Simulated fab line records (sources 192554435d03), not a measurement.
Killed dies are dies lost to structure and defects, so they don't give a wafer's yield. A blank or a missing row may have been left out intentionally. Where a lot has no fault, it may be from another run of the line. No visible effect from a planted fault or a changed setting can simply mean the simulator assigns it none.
Check of tool commonality ; flow n5 finfet ; Sample size 10 lots and 28 wafers

== REASON IT WAS OPENED ==
2 of 10 lots carry a flag on the reading M0_RS at N5_BEOL_M0_RS_MEAS_126. No-fault wafers: 0.531 ohm/sq, standard deviation 0.022.
Rule: a lot gets a flag if all its wafers with a number sit over 4 standard deviations from that mean, or if no wafer of it has a number. The other lots count as sound.

lot;measured;on;M0_RS (ohm/sq), wafer by wafer;flag
L966;day 6 13:11;film metro-02;0.506 0.517;
L969;day 7 03:34;film metro-01;0.527 0.513 0.569;
L974;day 8 14:56;film metro-01;92.907 99.777 93.074;FLAGGED
L975;day 8 19:56;film metro-02;86.824 91.754 97.384;FLAGGED
L978;day 9 09:49;film metro-02;0.531 0.530;
L981;day 10 02:26;film metro-01;0.536 0.503 0.521;
L982;day 10 10:04;film metro-01;0.499 0.517 0.553;
L984;day 11 00:27;film metro-01;0.602 0.519 0.533;
L985;day 11 05:53;film metro-02;0.535 0.520 0.507;
L986;day 11 22:29;film metro-02;0.512 0.517 0.501;
On average the flagged lots read 93.620 ohm/sq, which is +93.089 ohm/sq against the usual, or +99 or more standard deviations.

== EACH LOT AND THE TOOL IT RAN ON ==
The record holds 5 process steps before the reading, out of a route of 1938 steps. Cell contents, in order: the tool; ch with the chambers the sampled wafers went through; the start.
lot;flag;N5_BEOL_M0_PRE_CLEAN_113;N5_BEOL_M0_SPUTTER_134;N5_BEOL_M0_ECD_118;N5_BEOL_M0_CMP_120;N5_BEOL_M0_PRE_CLEAN_131
L966;;pvd sputter-02, day 6 10:49;pvd sputter-03, day 6 11:59;ecd cu-01 ch 0, day 6 12:14;cmp-04 ch 1,3, day 6 12:38;cvd co-01 ch 0,1, day 6 12:56
L969;;pvd sputter-01, day 6 23:52;pvd sputter-01, day 7 02:24;ecd cu-01 ch 0,1, day 7 02:38;cmp-01 ch 0,2,3, day 7 03:01;cvd co-01 ch 0,1,2, day 7 03:21
L974;FLAGGED;pvd sputter-02, day 8 10:02;pvd sputter-03, day 8 13:45;ecd cu-01 ch 0,1, day 8 13:59;cmp-01 ch 1,2,3, day 8 14:22;cvd co-02 ch 0,1,2, day 8 14:42
L975;FLAGGED;pvd sputter-02, day 8 18:00;pvd sputter-03, day 8 18:46;ecd cu-01 ch 0,1, day 8 19:01;cmp-04 ch 0,2,3, day 8 19:28;cvd co-01 ch 0,2, day 8 19:43
L978;;pvd sputter-03, day 9 06:03;pvd sputter-03, day 9 06:54;ecd cu-01 ch 0,1, day 9 07:08;cmp-04 ch 0,3, day 9 09:24;cvd co-01 ch 1,2, day 9 09:36
L981;;pvd sputter-01, day 10 00:12;pvd sputter-01, day 10 01:11;ecd cu-01 ch 0,1, day 10 01:25;cmp-01 ch 1,3, day 10 01:53;cvd co-02 ch 0,2, day 10 02:11
L982;;pvd sputter-02, day 10 07:58;pvd sputter-02, day 10 08:48;ecd cu-01 ch 0,1, day 10 09:02;cmp-03 ch 0,1,3, day 10 09:31;cvd co-02 ch 0,1,2, day 10 09:50
L984;;pvd sputter-02, day 10 21:06;pvd sputter-03, day 10 23:17;ecd cu-02 ch 0,1, day 10 23:31;cmp-01 ch 0,2,3, day 10 23:58;cvd co-02 ch 0,1,2, day 11 00:14
L985;;pvd sputter-01, day 11 03:37;pvd sputter-01, day 11 04:29;ecd cu-01 ch 0,1, day 11 04:43;cmp-03 ch 1,3, day 11 05:20;cvd co-01 ch 0,1,2, day 11 05:40
L986;;pvd sputter-01, day 11 19:46;pvd sputter-02, day 11 20:38;ecd cu-02 ch 0,1, day 11 20:53;cmp-04 ch 1,2, day 11 21:56;cvd co-02 ch 1,2, day 11 22:16
What is done by these steps:
- N5_BEOL_M0_PRE_CLEAN_113: time 30 s.
- N5_BEOL_M0_SPUTTER_134: material Cu, target thk 4 nm, time 7.37 s.
- N5_BEOL_M0_ECD_118: material Cu, target thk 300 nm.
- N5_BEOL_M0_CMP_120: polishes, stops on SiOC, t overpolish 6.9 s.
- N5_BEOL_M0_PRE_CLEAN_131: time 15 s.
- N5_BEOL_M0_RS_MEAS_126: measures by four-point-probe.

== FLAGGED AGAINST TOTAL, ONE TOOL AT A TIME (gauges that did the reading follow at the end) ==
step;tool;lots run;flagged;share of the flagged lots;sound lots run after its first flagged lot
N5_BEOL_M0_PRE_CLEAN_113;pvd sputter-01;4;0;none;-
N5_BEOL_M0_PRE_CLEAN_113;pvd sputter-02;5;2;all;2 (L982,L984)
N5_BEOL_M0_PRE_CLEAN_113;pvd sputter-03;1;0;none;-
N5_BEOL_M0_SPUTTER_134;pvd sputter-01;3;0;none;-
N5_BEOL_M0_SPUTTER_134;pvd sputter-02;2;0;none;-
N5_BEOL_M0_SPUTTER_134;pvd sputter-03;5;2;all;2 (L978,L984)
N5_BEOL_M0_ECD_118;ecd cu-01;8;2;all;4 (L978,L981,L982,L985)
N5_BEOL_M0_ECD_118;ecd cu-02;2;0;none;-
N5_BEOL_M0_CMP_120;cmp-01;4;1;some;2 (L981,L984)
N5_BEOL_M0_CMP_120;cmp-03;2;0;none;-
N5_BEOL_M0_CMP_120;cmp-04;4;1;some;2 (L978,L986)
N5_BEOL_M0_PRE_CLEAN_131;cvd co-01;5;1;some;2 (L978,L985)
N5_BEOL_M0_PRE_CLEAN_131;cvd co-02;5;1;some;4 (L981,L982,L984,L986)
N5_BEOL_M0_RS_MEAS_126;film metro-01;5;1;some;3 (L981,L982,L984)
N5_BEOL_M0_RS_MEAS_126;film metro-02;5;1;some;3 (L978,L985,L986)

== THE TABLE: WHAT IT ALLOWS ==
Rows of the table that ran every flagged lot, 3 in all: pvd sputter-02 at N5_BEOL_M0_PRE_CLEAN_113, pvd sputter-03 at N5_BEOL_M0_SPUTTER_134, ecd cu-01 at N5_BEOL_M0_ECD_118.
- pvd sputter-02 at N5_BEOL_M0_PRE_CLEAN_113 ran 5 lots, 2 of them flagged. Sound lots ran on it after the first flagged one (L982, L984), which a lasting fault on the whole tool wouldn't allow.
- pvd sputter-03 at N5_BEOL_M0_SPUTTER_134 ran 5 lots, 2 of them flagged. Sound lots ran on it after the first flagged one (L978, L984), which a lasting fault on the whole tool wouldn't allow.
- ecd cu-01 at N5_BEOL_M0_ECD_118 ran 8 lots, 2 of them flagged. Sound lots ran on it after the first flagged one (L978, L981, L982, L985), which a lasting fault on the whole tool wouldn't allow.
There is no row in the table that ran each flagged lot and no sound lot after the first.

== WHAT THE SIMULATOR HAD INSERTED ==
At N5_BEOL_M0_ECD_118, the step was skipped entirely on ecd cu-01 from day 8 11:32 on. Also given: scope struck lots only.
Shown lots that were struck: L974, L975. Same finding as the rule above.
